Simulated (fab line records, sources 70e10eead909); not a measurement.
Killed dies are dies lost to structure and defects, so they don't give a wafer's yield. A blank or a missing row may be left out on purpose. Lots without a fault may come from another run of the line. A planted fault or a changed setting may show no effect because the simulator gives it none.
fab line records | flow nand_harc
record lots=6 wafers=18 last_day=24
route steps=1159 shown A_BONDPAD@1068 END@1159
lots that met no fault: from a run of the same line without faults
start_h: hours from the record's first day to the start of the lot's first wafer shown | wait_h: hours since the lot's step before | " the same as in the row above | L1.1+2: a row that stands for several wafers | - no value, or no start given | * or withheld: withheld | < > ~ a bound
route shown NAME@n: a module of which the file shows steps, and the number in the route of the first | usual: mean/standard deviation of fault-free wafers | same: alike in all rows | chamber/n: place in a boat | sites: the reading at each site | _std_site: their standard deviation | _edge_site: outer sites' mean less inner sites' | radius_mm: how far each site lies from the wafer's centre | mask NAME#n: copy n | behind: the tool/chamber that last shaped the wafer | hold: why the lot was held/for how many hours/how that ended | device: the transistor (n, p or np) that didn't switch | end of line: the same wafers' tests at the end of the route | a step without rows: its recipe alone | killed: dies lost to structure and defects at the first sort, not the wafer's yield | map: a wafer's dies, x killed, . not, _ none there
set.NAME: the setting as run; set.NAME@STEP: as run at that earlier step | model.NAME: the simulator's own value behind a step, which no gauge read
lots at some steps of the route; a table a step, a row a wafer
services: from which hour (start_h, from the record's first day; less than 0 if before it) a tool's chamber was out of use, for how many hours, and why
## steps
# step NHARC_A_BONDPAD_EBR_05
# step NHARC_A_BONDPAD_EXPOSE_06
# recipe na=0.55 dose_mj=36.99 mask_id=A_BPAD
# step NHARC_A_BONDPAD_PEB_07
# recipe peb_temp_c=128 peb_time_s=80
# step NHARC_A_BONDPAD_DEVELOP_08
# recipe time_s=50 dev_temp_c=22
# step NHARC_A_BONDPAD_CD_MEAS_09
# recipe target_cd_nm=500 landing_energy_ev=500
# usual cd_nm=500.1/2.5
# columns lot.wafer tool chamber start_h wait_h cd_nm
L268.1 cd_sem-03 0 454.04 - 496.2
L268.4 " 0 " " 502.6
L268.5 " 0 " " 499.1
L266.1 cd_sem-03 0 456.28 - 497.7
L266.2 " 0 " " 501.3
L266.6 " 0 " " 499.6
L270.1 cd_sem-01 0 479.25 - 503.1
L270.2 " 0 " " 498.6
L270.4 " 0 " " 497.5
L272.1 cd_sem-02 0 485.13 - 499.0
L272.2 " 0 " " 501.8
L272.4 " 0 " " 501.9
L276.1 cd_sem-01 0 512.09 - 503.0
L276.3 " 0 " " 502.9
L276.5 " 0 " " 506.6
L282.1 cd_sem-02 0 544.67 - 498.4
L282.2 " 0 " " 500.3
L282.6 " 0 " " 497.7
# step NHARC_A_BONDPAD_OVL_MEAS_35
# usual overlay_x_nm=1/6.4 overlay_y_nm=0/6.5
# columns lot.wafer tool chamber start_h wait_h overlay_x_nm overlay_y_nm
L268.1 overlay-01 - 454.13 - -14 8
L268.4 " - " " -14 7
L268.5 " - " " -14 7
L266.1 overlay-02 - 456.36 - 1 -1
L266.2 " - " " 1 -1
L266.6 " - " " 0 -1
L270.1 overlay-01 - 479.34 - -2 0
L270.2 " - " " -2 -1
L270.4 " - " " -2 0
L272.1 overlay-01 - 485.22 - 2 4
L272.2 " - " " 4 4
L272.4 " - " " 3 4
L276.1 overlay-02 - 512.19 - -9 3
L276.3 " - " " -9 3
L276.5 " - " " -10 2
L282.1 overlay-01 - 544.75 - 5 9
L282.2 " - " " 6 8
L282.6 " - " " 6 8
# step NHARC_A_BONDPAD_HARDBAKE_10
# recipe temp_c=118 time_s=65
# step NHARC_A_BONDPAD_DESCUM_11
# recipe time_s=3 o2_flow_sccm=200 ar_flow_sccm=0 bias_power_w=0 chemistry=O2
# usual drypump_motor_current_A=5.7/0.44 oes_product_au=0.997/0.016 rf_vpp_V=57.5/0.88 showerhead_plenum_p_Torr=1.89/0.059 throttle_valve_pct=11.310/0.0097
# columns lot.wafer tool chamber start_h wait_h drypump_motor_current_A oes_product_au rf_hours_counter_h rf_vpp_V showerhead_plenum_p_Torr throttle_valve_pct
L268.1 rie_diel-09 2 454.26 - 6.2 1.022 0 59.4 1.95 11.318
L268.4 " 0 " " 6.2 1.002 0 58.0 1.84 11.304
L268.5 " 2 " " 6.2 1.030 - 60.2 1.95 11.296
L266.1 rie_diel-09 1 456.50 - 6.1 0.986 1 56.7 1.94 11.296
L266.2 " 3 " " 5.2 1.013 1 57.5 1.89 11.302
L266.6 " 1 " " 6.1 0.997 - 58.1 1.94 11.294
L270.4 rie_diel-09 1 479.46 - 6.1 0.979 1 59.3 1.94 11.316
L270.2 " 2 " " 6.2 1.024 1 59.4 1.95 11.310
L270.1 " 3 " " 5.2 0.995 2 57.1 1.89 11.311
L272.1 rie_diel-09 0 485.34 - 6.2 0.989 2 55.9 1.84 11.316
L272.4 " 2 " " 6.2 1.010 2 58.5 1.95 11.304
L272.2 " 3 " " 5.2 0.988 2 56.0 1.89 11.308
L276.1 rie_diel-03 3 512.34 - 5.8 0.991 22 57.8 1.80 11.309
L276.3 " 0 " " 5.1 0.997 24 57.6 1.86 11.321
L276.5 " 2 " " 6.2 1.010 - 58.2 1.77 11.313
L282.2 rie_diel-09 1 544.89 - 6.1 0.979 4 57.5 1.94 11.310
L282.1 " 2 " " 6.2 1.027 4 58.6 1.95 11.318
L282.6 " 1 " " 6.1 0.974 - 58.3 1.94 11.311
# step NHARC_A_BONDPAD_ETCH_34
# recipe target_depth_a=600 overetch_a=180 time_s=65.91 ion_energy_ev=200 n2_flow_sccm=150 h2_flow_sccm=150 ar_flow_sccm=0 rf_w=400 bias_w=150 chemistry=N2/H2
# usual drypump_motor_current_A=5.7/0.44 h2_flow_sccm=150.0/0.5 oes_product_au=0.997/0.016 rf_vpp_V=429.7/1.9 showerhead_plenum_p_Torr=2.01/0.064 throttle_valve_pct=14.172/0.009
# columns lot.wafer tool chamber start_h wait_h drypump_motor_current_A h2_flow_sccm oes_product_au rf_hours_counter_h rf_vpp_V showerhead_plenum_p_Torr throttle_valve_pct
L268.1 rie_diel-09 1 454.34 0.1 6.1 149.7 0.991 0 432.4 2.07 14.162
L268.4 " 0 " " 6.2 150.1 0.996 0 428.6 1.96 14.170
L268.5 " 1 " " 6.1 150.2 0.994 - 430.4 2.07 14.170
L266.1 rie_diel-09 2 456.58 0.1 6.2 150.3 1.006 1 432.0 2.08 14.176
L266.2 " 3 " " 5.2 150.2 0.995 1 429.6 2.02 14.176
L266.6 " 2 " " 6.2 149.8 1.021 - 433.2 2.08 14.180
L270.1 rie_diel-09 3 479.57 0.1 5.2 149.5 1.001 2 429.9 2.02 14.162
L270.4 " 0 " " 6.2 150.0 0.996 2 428.8 1.96 14.160
L270.2 " 1 " " 6.1 149.9 0.987 1 432.1 2.07 14.179
L272.1 rie_diel-09 3 485.43 0.1 5.2 148.7 1.000 2 430.7 2.01 14.180
L272.4 " 1 " " 6.0 149.8 0.980 2 431.7 2.07 14.180
L272.2 " 2 " " 6.2 150.2 1.006 2 432.5 2.08 14.181
L276.1 rie_diel-03 3 512.41 0.1 5.8 150.0 0.990 22 426.3 1.92 14.167
L276.3 " 0 " " 5.2 149.6 0.992 24 430.1 1.98 14.175
L276.5 " 2 " " 6.2 149.8 1.005 - 426.2 1.88 14.172
L282.2 rie_diel-09 3 544.96 0.1 5.2 149.5 1.010 4 429.6 2.01 14.161
L282.1 " 0 " " 6.2 150.1 1.008 4 429.6 1.96 14.162
L282.6 " 3 " " 5.2 149.5 1.003 - 429.5 2.01 14.180
# step NHARC_A_BONDPAD_ETCH_12
# recipe target_depth_a=2200 time_s=110 chf3_flow_sccm=50 o2_flow_sccm=10 ar_flow_sccm=200 rf_w=500 bias_w=200 chemistry=CHF3/O2
# usual drypump_motor_current_A=5.7/0.45 oes_product_au=0.948/0.027 rf_vpp_V=370.0/1.9 showerhead_plenum_p_Torr=2.37/0.071 throttle_valve_pct=20.572/0.009
# columns lot.wafer tool chamber start_h wait_h drypump_motor_current_A oes_product_au rf_hours_counter_h rf_vpp_V showerhead_plenum_p_Torr throttle_valve_pct
L268.4 rie_diel-09 3 - - 5.2 0.978 1 370.4 2.37 20.563
L268.1 " 0 " " 6.2 0.981 1 369.8 2.31 20.555
L268.5 " 2 " " 6.2 0.983 - 372.6 2.44 20.586
L266.2 rie_diel-09 3 - - 5.2 0.978 1 370.7 2.38 20.575
L266.1 " 0 " " 6.2 0.962 1 369.6 2.31 20.589
L266.6 " 0 " " 6.2 0.952 - 366.8 2.31 20.573
L270.4 rie_diel-09 1 - - 6.1 0.939 1 372.1 2.43 20.575
L270.2 " 2 " " 6.2 0.973 1 370.7 2.44 20.573
L270.1 " 0 " " 6.2 0.954 2 367.0 2.31 20.560
L272.4 rie_diel-09 1 - - 6.1 0.960 2 370.1 2.43 20.564
L272.1 " 2 " " 6.2 1.007 2 371.6 2.44 20.588
L272.2 " 3 " " 5.2 0.972 2 369.5 2.37 20.576
L276.1 rie_diel-03 2 - - 6.2 0.941 23 365.3 2.23 20.569
L276.3 " 3 " " 5.7 0.918 22 367.7 2.27 20.559
L276.5 " 2 " " 6.2 0.934 - 365.7 2.23 20.559
L282.2 rie_diel-09 3 - - 5.2 0.989 4 370.1 2.37 20.561
L282.1 " 0 " " 6.2 0.967 4 367.8 2.31 20.578
L282.6 " 3 " " 5.2 0.978 - 370.3 2.37 20.581
# step NHARC_A_BONDPAD_CD_MEAS_13
# usual cd_nm=499.6/2.8
# columns lot.wafer tool chamber start_h wait_h cd_nm
L268.1 cd_sem-03 - 454.57 - 496.1
L268.4 " - " " 502.1
L268.5 " - " " 497.5
L266.1 cd_sem-03 - 456.80 - 496.7
L266.2 " - " " 499.2
L266.6 " - " " 499.6
L270.1 cd_sem-01 - 479.80 - 500.9
L270.2 " - " " 497.1
L270.4 " - " " 496.0
L272.1 cd_sem-02 - 485.66 - 499.1
L272.2 " - " " 500.9
L272.4 " - " " 501.3
L276.1 cd_sem-03 - 512.63 - 503.3
L276.3 " - " " 502.4
L276.5 " - " " 506.7
L282.1 cd_sem-03 - 545.19 - 497.2
L282.2 " - " " 498.4
L282.6 " - " " 495.8
# step NHARC_A_BONDPAD_STRIP_15
# recipe o2_flow_sccm=500 ar_flow_sccm=0 bias_w=0 chemistry=O2
# usual drypump_motor_current_A=5.8/0.44 oes_product_au=1.000/0.013 rf_vpp_V=57.7/0.8 showerhead_plenum_p_Torr=3.50/0.091 throttle_valve_pct=17.036/0.01
# columns lot.wafer tool chamber start_h wait_h drypump_motor_current_A oes_product_au rf_hours_counter_h rf_vpp_V showerhead_plenum_p_Torr throttle_valve_pct
L268.1 rie_diel-09 1 454.66 0.1 6.1 0.997 0 58.7 3.57 17.025
L268.4 " 2 " " 6.2 1.019 1 57.6 3.59 17.045
L268.5 " 1 " " 6.1 0.991 - 57.9 3.57 17.051
L266.1 rie_diel-09 0 456.91 0.1 6.2 0.991 1 56.8 3.40 17.032
L266.2 " 2 " " 6.2 1.022 1 57.2 3.59 17.047
L266.6 " 0 " " 6.2 0.995 - 57.0 3.40 17.044
L270.1 rie_diel-09 2 479.87 0.1 6.2 1.036 2 57.1 3.59 17.028
L270.2 " 3 " " 5.2 1.008 2 58.6 3.49 17.056
L270.4 " 0 " " 6.2 1.000 2 56.7 3.40 17.044
L272.1 rie_diel-09 2 485.75 0.1 6.2 1.004 2 58.2 3.59 17.033
L272.4 " 3 " " 5.2 0.997 2 56.9 3.49 17.051
L272.2 " 0 " " 6.2 0.994 2 58.3 3.40 17.038
L276.3 rie_diel-03 1 512.74 0.1 5.4 0.998 24 57.8 3.59 17.034
L276.1 " 2 " " 6.2 1.010 23 57.4 3.28 17.047
L276.5 " 3 " " 5.8 0.982 - 55.8 3.34 17.048
L282.2 rie_diel-09 0 545.27 0.1 6.2 0.996 4 56.2 3.40 17.036
L282.1 " 2 " " 6.2 1.023 4 56.6 3.59 17.033
L282.6 " 1 " " 6.1 0.990 - 58.5 3.57 17.052
# step NHARC_A_BONDPAD_ETCH_24
# recipe target_depth_a=300 over_etch_frac=0.3 time_s=72.99 ion_energy_ev=150 cf4_flow_sccm=50 n2_flow_sccm=100 ar_flow_sccm=150 rf_w=300 bias_w=100 chemistry=CF4/N2
# usual drypump_motor_current_A=5.8/0.46 oes_product_au=1.002/0.013 over_etch_frac=0.3/0 rf_vpp_V=313.8/1.4 showerhead_plenum_p_Torr=2.60/0.069 throttle_valve_pct=19.794/0.009
# columns lot.wafer tool chamber start_h wait_h drypump_motor_current_A oes_product_au over_etch_frac rf_hours_counter_h rf_vpp_V showerhead_plenum_p_Torr throttle_valve_pct
L268.4 rie_diel-09 3 454.80 - 5.2 1.010 0.3 1 315.6 2.60 19.796
L268.1 " 2 " " 6.2 1.025 0.3 1 314.4 2.67 19.801
L268.5 " 0 " " 6.2 0.986 0.3 - 312.6 2.53 19.792
L266.1 rie_diel-09 2 457.04 - 6.2 1.033 0.3 1 316.3 2.67 19.801
L266.2 " 0 " " 6.2 0.993 0.3 1 312.5 2.53 19.782
L266.6 " 2 " " 6.2 1.025 0.3 - 315.2 2.67 19.784
L270.1 rie_diel-09 3 480.03 - 5.2 0.994 0.3 2 314.1 2.60 19.793
L270.4 " 0 " " 6.2 1.008 0.27734 2 313.4 2.53 19.775
L270.2 " 1 " " 6.1 0.986 0.3 2 315.5 2.66 19.787
L272.1 rie_diel-09 3 485.88 - 5.2 1.003 0.3 2 312.9 2.60 19.789
L272.4 " 1 " " 6.1 0.995 0.27734 2 314.5 2.66 19.789
L272.2 " 2 " " 6.2 1.019 0.3 2 315.3 2.67 19.792
L276.3 rie_diel-03 0 512.86 - 5.1 1.001 0.3 24 312.3 2.55 19.797
L276.1 " 3 " " 5.8 0.991 0.3 22 310.8 2.48 19.800
L276.5 " 1 " " 5.4 0.994 0.3 - 315.6 2.67 19.802
L282.2 rie_diel-09 2 545.43 - 6.2 1.015 0.3 4 315.1 2.67 19.788
L282.1 " 3 " " 5.2 0.996 0.3 4 314.0 2.60 19.800
L282.6 " 1 " " 6.1 0.976 0.3 - 314.5 2.66 19.789
# step NHARC_A_BONDPAD_STRIP_16
# recipe time_s=600 temp_c=30 chemistry=post_etch_residue_remover
# step NHARC_END_SORT_01
# recipe temp_c=25
# usual defect_limited_yield=95.0/1.7 killed_at_array=31/11 killed_at_other=0.5/0.78 killed_at_periphery=3.0/2 killed_dies=34/12 killed_open=3.2/2 killed_short=1.9/1.6 sort_bin_2_pct=1.6/0.67 sort_bin_3_pct=0.26/0.2 sort_bin_4_pct=3.2/1.1 sort_n_pass=643/12 sort_rim_yield_pct=96.8/1.8 sort_yield_pct=95.0/1.7
# same gross_dies=677 sort_bin_5_pct[%]=0 sort_bin_6_pct[%]=0 sort_bin_7_pct[%]=0 sort_bin_8_pct[%]=0 sort_rim_n_gross=106.00
# columns lot.wafer tool chamber start_h wait_h defect_limited_yield[%] killed_at_array killed_at_other killed_at_periphery killed_dies killed_open killed_short sort_bin_2_pct[%] sort_bin_3_pct[%] sort_bin_4_pct[%] sort_n_pass sort_rim_yield_pct[%] sort_yield_pct[%]
L268.1 prober-02 0 489.24 2.5 97.6 16 0 0 16 3 1 1.2 0.15 1.0 661 98.1 97.6
L268.4 prober-02 0 491.67 3.4 96.3 24 0 1 25 2 4 1.0 0 2.7 652 95.3 96.3
L268.5 prober-02 0 492.48 3.7 96.3 23 0 2 25 4 2 0.4 0 3.2 652 99.1 96.3
L266.1 prober-01 0 489.45 2.5 93.8 41 0 1 42 3 0 1.8 0.59 3.8 635 97.2 93.8
L266.2 prober-01 0 490.27 2.8 93.4 40 5 0 45 2 2 1.2 0.74 4.7 632 96.2 93.4
L266.6 prober-01 0 493.54 4.1 94.4 35 1 2 38 3 2 2.5 0.44 2.7 639 99.1 94.4
L272.1 prober-01 0 517.79 2.5 95.6 26 1 3 30 4 1 1.5 0.30 2.7 647 99.1 95.6
L272.2 prober-01 0 518.60 2.8 96.8 19 1 2 22 1 0 0.9 0.15 2.2 655 100.0 96.8
L272.4 prober-01 0 520.21 3.4 95.0 28 0 6 34 2 4 1.8 0 3.2 643 99.1 95.0
L276.1 prober-02 0 540.83 2.5 94.2 37 0 2 39 1 2 1.8 0.30 3.7 638 98.1 94.2
L276.3 prober-02 0 542.41 3.1 94.4 37 0 1 38 3 3 1.8 0.30 3.5 639 95.3 94.4
L276.5 prober-02 0 543.99 3.7 94.4 36 0 2 38 2 2 2.2 0.44 3.0 639 97.2 94.4
# killed by level:class
L268.1 A_STAIRCASE:chamber_film_flake=6 A_CHANNEL_HOLE_D1:chamber_film_flake=3 A_BLC:geometric_particle:open=2 A_ZERO_WELL:chamber_film_flake=2 A_CHANNEL_FILL_D1:geometric_particle:short=1 A_CONTACT:geometric_particle:open=1 A_WL_FILL:chamber_film_flake=1
L266.1 A_SLIT:chamber_film_flake=17 A_CHANNEL_HOLE_D1:chamber_film_flake=13 A_STAIRCASE:chamber_film_flake=4 A_CONTACT:chamber_film_flake=3 A_ONON_D1:geometric_particle:open=1 A_WL_FILL:geometric_particle:open=1 A_M1:geometric_particle:open=1 P_GATE:chamber_film_flake=1
L266.2 A_CHANNEL_HOLE_D1:chamber_film_flake=14 A_SLIT:chamber_film_flake=14 THIN_TSV:chamber_film_flake=4 A_STAIRCASE:chamber_film_flake=3 A_WL_FILL:chamber_film_flake=2 A_CHANNEL_FILL_D1:chamber_film_flake=2 A_CONTACT:chamber_film_flake=2 A_ONON_D1:geometric_particle:short=1
L268.4 A_STAIRCASE:chamber_film_flake=7 A_ZERO_WELL:chamber_film_flake=5 A_CHANNEL_HOLE_D1:chamber_film_flake=2 A_CHANNEL_FILL_D1:chamber_film_flake=2 A_CONTACT:chamber_film_flake=2 P_CONTACT:geometric_particle:short=1 A_CHANNEL_HOLE_D1:geometric_particle:open=1 A_CHANNEL_FILL_D1:geometric_particle:short=1
L268.5 A_CHANNEL_HOLE_D1:chamber_film_flake=6 A_SLIT:chamber_film_flake=4 A_STAIRCASE:chamber_film_flake=3 A_CHANNEL_FILL_D1:chamber_film_flake=2 A_CONTACT:chamber_film_flake=2 P_M0:geometric_particle:open=1 P_M2:geometric_particle:open=1 A_ONON_D1:geometric_particle:short=1
L266.6 A_SLIT:chamber_film_flake=15 A_CHANNEL_HOLE_D1:chamber_film_flake=11 A_STAIRCASE:chamber_film_flake=5 A_CONTACT:chamber_film_flake=2 P_CONTACT:geometric_particle:open=1 P_M2:geometric_particle:open=1 A_CHANNEL_FILL_D1:geometric_particle:short=1 A_WL_FILL:geometric_particle:short=1
L272.1 A_SLIT:chamber_film_flake=14 A_CHANNEL_HOLE_D1:chamber_film_flake=6 P_STI:chamber_film_flake=2 A_CONTACT:chamber_film_flake=2 P_CONTACT:geometric_particle:open=1 A_WL_FILL:geometric_particle:open=1 A_BLC:geometric_particle:open=1 A_M1:geometric_particle:open=1
L272.2 A_SLIT:chamber_film_flake=15 A_CHANNEL_HOLE_D1:chamber_film_flake=3 A_ONON_D1:geometric_particle:open=1 P_ZERO_WELL:chamber_film_flake=1 P_STI:chamber_film_flake=1 THIN_TSV:chamber_film_flake=1
L272.4 A_SLIT:chamber_film_flake=13 A_CHANNEL_HOLE_D1:chamber_film_flake=8 A_CONTACT:chamber_film_flake=3 P_STI:chamber_film_flake=2 P_M0:geometric_particle:open=1 P_M0:geometric_particle:short=1 A_SOURCE_PLATE:geometric_particle:short=1 A_CHANNEL_FILL_D1:geometric_particle:short=1
L276.1 A_SLIT:chamber_film_flake=20 A_CONTACT:chamber_film_flake=8 A_CHANNEL_HOLE_D1:chamber_film_flake=6 P_M2:geometric_particle:open=1 A_SOURCE_PLATE:geometric_particle:short=1 P_ZERO_WELL:chamber_film_flake=1 A_BLC:geometric_particle:short=1 A_STAIRCASE:chamber_film_flake=1
L276.3 A_SLIT:chamber_film_flake=17 A_CHANNEL_HOLE_D1:chamber_film_flake=6 A_CONTACT:chamber_film_flake=6 A_CHANNEL_FILL_D1:chamber_film_flake=2 A_SOURCE_PLATE:geometric_particle:open=1 A_SOURCE_PLATE:geometric_particle:short=1 A_ONON_D1:geometric_particle:short=1 A_CHANNEL_FILL_D1:geometric_particle:short=1
L276.5 A_SLIT:chamber_film_flake=17 A_CONTACT:chamber_film_flake=10 A_CHANNEL_HOLE_D1:chamber_film_flake=4 A_STAIRCASE:chamber_film_flake=2 P_CONTACT:geometric_particle:open=1 A_ONON_D1:geometric_particle:open=1 A_ONON_D1:geometric_particle:short=1 A_WL_FILL:geometric_particle:short=1
## services
# columns tool chamber start_h hours kind
rie_diel-09 - 431.10 9.0 pm
rie_diel-09 0 431.10 9.0 vent_cycle
rie_diel-09 1 431.10 9.0 vent_cycle
rie_diel-09 2 431.10 9.0 vent_cycle
rie_diel-09 3 431.10 9.0 vent_cycle
rie_diel-09 0 440.10 - clean
rie_diel-09 1 440.10 - clean
rie_diel-09 2 440.10 - clean
rie_diel-09 3 440.10 - clean
rie_diel-09 0 464.61 - clean
rie_diel-09 1 464.61 - clean
rie_diel-09 2 464.61 - clean
rie_diel-09 3 464.61 - clean
rie_diel-09 - 472.30 2.0 repair
rie_diel-03 3 487.55 4.3 repair
rie_diel-09 0 489.11 - clean
rie_diel-09 1 489.11 - clean
rie_diel-09 2 489.11 - clean
rie_diel-09 3 489.11 - clean
rie_diel-09 0 513.61 - clean
rie_diel-09 1 513.61 - clean
rie_diel-09 2 513.61 - clean
rie_diel-09 3 513.61 - clean
rie_diel-09 0 538.11 - clean
## key
first_sign step=NHARC_A_BONDPAD_ETCH_24 reading=over_etch_frac direction=down sigmas=99+ usual=0.3 struck=0.27734
effect none on later readings
met_at NHARC_A_BONDPAD_ETCH_24
struck_wafers L270.4,L272.4
onset_between 457.04 480.03
fault kind=process_parameter_drift tool=rie_diel-09 chamber=- onset_h=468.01 steps=NHARC_A_BONDPAD_ETCH_24 channel=over_etch_frac offset=-0.022661 shape=step end_h=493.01 scope=struck_wafers_only acts_in=these_recipes_only stated=0.3
